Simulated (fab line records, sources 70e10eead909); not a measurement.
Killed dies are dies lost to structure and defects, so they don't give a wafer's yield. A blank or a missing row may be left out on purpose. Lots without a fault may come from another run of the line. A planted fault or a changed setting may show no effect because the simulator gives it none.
Which tool did it? | flow nand_harc | 12 lots, 36 wafers sampled, at 5 steps of a route of 1159

WHAT THE GAUGES READ, wafer by wafer
NHARC_END_SORT_01. Usual: killed_at_array 27, standard deviation 10; killed_at_other 0.6, standard deviation 0.83; killed_at_periphery 2.4, standard deviation 1.8; killed_dies 30, standard deviation 10; killed_open 3.3, standard deviation 1.7; killed_short 1.8, standard deviation 1.4.
lot  | measured     | on        | killed_at_array | killed_at_other | killed_at_periphery | killed_dies | killed_open | killed_short | flag
L185 | day 22 18:57 | prober-01 | 677 677 676     | 0 0 1           | 0 0 0               | 677 677 677 | 1 3 2       | 2 5 3        | OFF
L186 | day 23 15:56 | prober-01 | 676 673 673     | 0 2 1           | 1 2 3               | 677 677 677 | 2 5 3       | 0 1 4        | OFF

WHICH TOOL RAN EACH LOT (tool, then ch and the chambers of the sampled wafers, then the start)
lot  | NHARC_A_STAIRCASE_TRIM_200                    | NHARC_A_STAIRCASE_ETCH_223                    | NHARC_A_STAIRCASE_TRIM_229         | NHARC_A_STAIRCASE_ETCH_236
L172 | rie_diel-10 ch 1,2, day 11 20:10 or earlier   | rie_diel-10 ch 1,2, day 11 20:10 or earlier   | rie_diel-11 ch 0,1, day 11 20:10   | rie_diel-11 ch 1,2,3, day 11 21:03
L173 | rie_diel-10 ch 2,3, day 12 03:34 or earlier   | rie_diel-11 ch 1,2,3, day 12 03:34 or earlier | rie_diel-11 ch 0,2,3, day 12 03:34 | rie_diel-11 ch 1,2,3, day 12 05:02
L174 | rie_diel-13 ch 2,3, day 12 12:57 or earlier   | rie_diel-11 ch 0,1, day 12 12:57 or earlier   | rie_diel-10 ch 1,2,3, day 12 12:57 | rie_diel-10 ch 0,3, day 12 13:49
L175 | rie_diel-11 ch 0,1,3, day 12 15:09 or earlier | rie_diel-11 ch 0,3, day 12 15:09 or earlier   | rie_diel-10 ch 0,1,2, day 12 15:09 | rie_diel-10 ch 1,3, day 12 16:44
L178 | rie_diel-11 ch 0,2,3, day 13 02:58 or earlier | rie_diel-11 ch 0,1,2, day 13 02:58 or earlier | rie_diel-11 ch 0,2,3, day 13 02:58 | rie_diel-11 ch 0,2,3, day 13 03:56
L176 | rie_diel-13 ch 1,2,3, day 13 05:47 or earlier | rie_diel-11 ch 1,2,3, day 13 05:47 or earlier | rie_diel-11 ch 1,2, day 13 05:47   | rie_diel-11 ch 0,2,3, day 13 06:46
L179 | rie_diel-10 ch 0,1,2, day 13 15:30 or earlier | rie_diel-10 ch 0,1,2, day 13 15:30 or earlier | rie_diel-11 ch 0,2,3, day 13 15:30 | rie_diel-11 ch 1,2,3, day 13 16:23
L181 | rie_diel-13 ch 1,3, day 14 13:19 or earlier   | rie_diel-11 ch 0,2, day 14 13:19 or earlier   | rie_diel-13 ch 1,2,3, day 14 13:19 | rie_diel-13 ch 0,3, day 14 14:18
L185 | rie_diel-10 ch 0,1,3, day 14 23:14 or earlier | rie_diel-10 ch 0,2, day 14 23:14 or earlier   | rie_diel-11 ch 1,2,3, day 14 23:14 | rie_diel-11 ch 0,1,2, day 15 00:58
L187 | rie_diel-10 ch 0,1, day 15 13:27 or earlier   | rie_diel-13 ch 0,2,3, day 15 13:27 or earlier | rie_diel-13 ch 1,2, day 15 13:27   | rie_diel-13 ch 0,1,3, day 15 14:35
L186 | rie_diel-13 ch 0,1, day 15 15:01 or earlier   | rie_diel-11 ch 0,3, day 15 15:01 or earlier   | rie_diel-11 ch 0,3, day 15 15:01   | rie_diel-11 ch 1,2, day 15 15:53
L191 | rie_diel-13 ch 0,2,3, day 17 02:07 or earlier | rie_diel-11 ch 0,1,3, day 17 02:07 or earlier | rie_diel-10 ch 0,1,2, day 17 02:07 | rie_diel-10 ch 0,1,3, day 17 03:53
- NHARC_A_STAIRCASE_TRIM_200: chemistry O2, time 211.2 s.
- NHARC_A_STAIRCASE_ETCH_223: etches the open film in C4F8/O2, target depth 100 nm, time 40.5 s.
- NHARC_A_STAIRCASE_TRIM_229: chemistry O2, time 211.2 s.
- NHARC_A_STAIRCASE_ETCH_236: etches the open film in C4F8/O2, target depth 100 nm, time 40.5 s.

WHAT THE TOOLS THEMSELVES READ (means of the sampled wafers that have a number; where no wafer has one, the mark that the record gives instead)
NHARC_A_STAIRCASE_TRIM_200. Usual: drypump_motor_current_A 5.8 A, standard deviation 0.47; oes_product_au 1.000 a.u., standard deviation 0.013; rf_vpp_V 57.8 V, standard deviation 0.89; showerhead_plenum_p_Torr 3.51 Torr, standard deviation 0.16; throttle_valve_pct 17.036 %, standard deviation 0.0093.
lot  | tool        | drypump_motor_current_A (A) | oes_product_au (a.u.) | rf_vpp_V (V) | showerhead_plenum_p_Torr (Torr) | throttle_valve_pct (%) | flag
L172 | rie_diel-10 | 5.8                         | 1.006                 | 57.7         | 3.38                            | 17.034                 |
L173 | rie_diel-10 | 5.7                         | 1.006                 | 57.6         | 3.49                            | 17.031                 |
L174 | rie_diel-13 | 5.3                         | 1.012                 | 57.1         | 3.57                            | 17.050                 |
L175 | rie_diel-11 | 5.7                         | 0.987                 | 57.7         | 3.46                            | 17.034                 |
L178 | rie_diel-11 | 6.2                         | 1.004                 | 58.2         | 3.54                            | 17.040                 |
L176 | rie_diel-13 | 5.3                         | 0.999                 | 57.5         | 3.49                            | 17.038                 |
L179 | rie_diel-10 | 6.0                         | 0.994                 | 57.8         | 3.47                            | 17.038                 |
L181 | rie_diel-13 | 5.2                         | 1.009                 | 57.1         | 3.36                            | 17.031                 |
L185 | rie_diel-10 | 6.2                         | 1.003                 | 58.2         | 3.53                            | 17.034                 |
L187 | rie_diel-10 | 6.3                         | 1.002                 | 58.4         | 3.74                            | 17.040                 |
L186 | rie_diel-13 | 5.4                         | 1.008                 | 59.1         | 3.67                            | 17.034                 |
L191 | rie_diel-13 | 5.2                         | 1.005                 | 58.5         | 3.59                            | 17.028                 |

NHARC_A_STAIRCASE_ETCH_223. Usual: oes_product_au 0.941 a.u., standard deviation 0.015; rf_vpp_V 894 V, standard deviation 5.
lot  | tool        | oes_product_au (a.u.) | rf_vpp_V (V) | flag
L172 | rie_diel-10 | 0.945                 | 888          |
L173 | rie_diel-11 | 0.932                 | 894          |
L174 | rie_diel-11 | 0.908                 | 892          |
L175 | rie_diel-11 | 0.939                 | 896          |
L178 | rie_diel-11 | 0.929                 | 895          |
L176 | rie_diel-11 | 0.943                 | 893          |
L179 | rie_diel-10 | 0.947                 | 893          |
L181 | rie_diel-11 | 0.947                 | 897          |
L185 | rie_diel-10 | 0.955                 | 899          |
L187 | rie_diel-13 | 0.959                 | 899          |
L186 | rie_diel-11 | 0.940                 | 895          |
L191 | rie_diel-11 | 0.939                 | 893          |

NHARC_A_STAIRCASE_TRIM_229. Usual: drypump_motor_current_A 5.8 A, standard deviation 0.49; oes_product_au 1.000 a.u., standard deviation 0.015; rf_vpp_V 57.7 V, standard deviation 0.87; showerhead_plenum_p_Torr 3.49 Torr, standard deviation 0.14; throttle_valve_pct 17.035 %, standard deviation 0.0088.
lot  | tool        | drypump_motor_current_A (A) | oes_product_au (a.u.) | rf_vpp_V (V) | showerhead_plenum_p_Torr (Torr) | throttle_valve_pct (%) | flag
L172 | rie_diel-11 | 5.8                         | 0.986                 | 57.1         | 3.49                            | 17.037                 |
L173 | rie_diel-11 | 6.2                         | 1.005                 | 56.9         | 3.55                            | 17.043                 |
L174 | rie_diel-10 | 6.0                         | 1.001                 | 57.4         | 3.44                            | 17.034                 |
L175 | rie_diel-10 | 6.1                         | 1.009                 | 58.1         | 3.47                            | 17.034                 |
L178 | rie_diel-11 | 6.2                         | 0.995                 | 57.1         | 3.54                            | 17.032                 |
L176 | rie_diel-11 | 6.1                         | 0.982                 | 57.5         | 3.49                            | 17.035                 |
L179 | rie_diel-11 | 6.2                         | 0.992                 | 58.0         | 3.54                            | 17.028                 |
L181 | rie_diel-13 | 5.3                         | 1.004                 | 57.9         | 3.48                            | 17.035                 |
L185 | rie_diel-11 | 5.9                         | 0.996                 | 57.8         | 3.45                            | 17.033                 |
L187 | rie_diel-13 | 5.5                         | 0.994                 | 57.6         | 3.50                            | 17.039                 |
L186 | rie_diel-11 | 6.0                         | 1.008                 | 57.6         | 3.50                            | 17.037                 |
L191 | rie_diel-10 | 6.0                         | 1.001                 | 58.7         | 3.64                            | 17.033                 |

NHARC_A_STAIRCASE_ETCH_236. Usual: oes_product_au 0.942 a.u., standard deviation 0.015; rf_vpp_V 895 V, standard deviation 5.2.
lot  | tool        | oes_product_au (a.u.) | rf_vpp_V (V) | flag
L172 | rie_diel-11 | 0.923                 | 894          |
L173 | rie_diel-11 | 0.926                 | 894          |
L174 | rie_diel-10 | 0.931                 | 902          |
L175 | rie_diel-10 | 0.945                 | 891          |
L178 | rie_diel-11 | 0.941                 | 897          |
L176 | rie_diel-11 | 0.935                 | 897          |
L179 | rie_diel-11 | 0.936                 | 893          |
L181 | rie_diel-13 | 0.971                 | 901          |
L185 | rie_diel-11 | 0.747                 | 894          | OFF
L187 | rie_diel-13 | 0.952                 | 895          |
L186 | rie_diel-11 | 0.754                 | 894          | OFF
L191 | rie_diel-10 | 0.965                 | 903          |

THE ANSWER, worked out from the rows above alone
Rule: a lot is off if the mean of its wafers that have a number lies more than 3 standard deviations from the usual mean. A lot without any number at a reading at which 4 lots or more have one is off too. The other lots that the step has rows for count as sound. The gauges are gone through in route order, then the tools' own readings, and for those a lot's mean is taken as printed above. The first step at which some lot is off is used, and at that step the reading that is off furthest; a lot without a number counts as furthest.
Off: L185, L186, at NHARC_END_SORT_01 (killed_at_array). Neither off nor sound, because the step has no rows for them: L172, L173, L174, L175, L178, L176, L179, L181, L187, L191.
A tool fits if, at a process step before that reading, it ran every lot that is off, and no sound lot after the first of them. The gauges at NHARC_END_SORT_01 aren't tried: what is off there is off at NHARC_A_STAIRCASE_ETCH_236 too, on other tools, and a gauge's error can't cause that. NHARC_A_STAIRCASE_TRIM_200 gives no start for some lots, so the hours and the order of its lots are those of NHARC_A_STAIRCASE_TRIM_229. NHARC_A_STAIRCASE_ETCH_223 gives no start for some lots, so the hours and the order of its lots are those of NHARC_A_STAIRCASE_TRIM_229. One fits: rie_diel-11 at NHARC_A_STAIRCASE_TRIM_229 and NHARC_A_STAIRCASE_ETCH_236. It ran no sound lot before its first lot that is off in this sample, so the start can't be narrowed down.

WHAT THE SIMULATOR HAD PUT IN
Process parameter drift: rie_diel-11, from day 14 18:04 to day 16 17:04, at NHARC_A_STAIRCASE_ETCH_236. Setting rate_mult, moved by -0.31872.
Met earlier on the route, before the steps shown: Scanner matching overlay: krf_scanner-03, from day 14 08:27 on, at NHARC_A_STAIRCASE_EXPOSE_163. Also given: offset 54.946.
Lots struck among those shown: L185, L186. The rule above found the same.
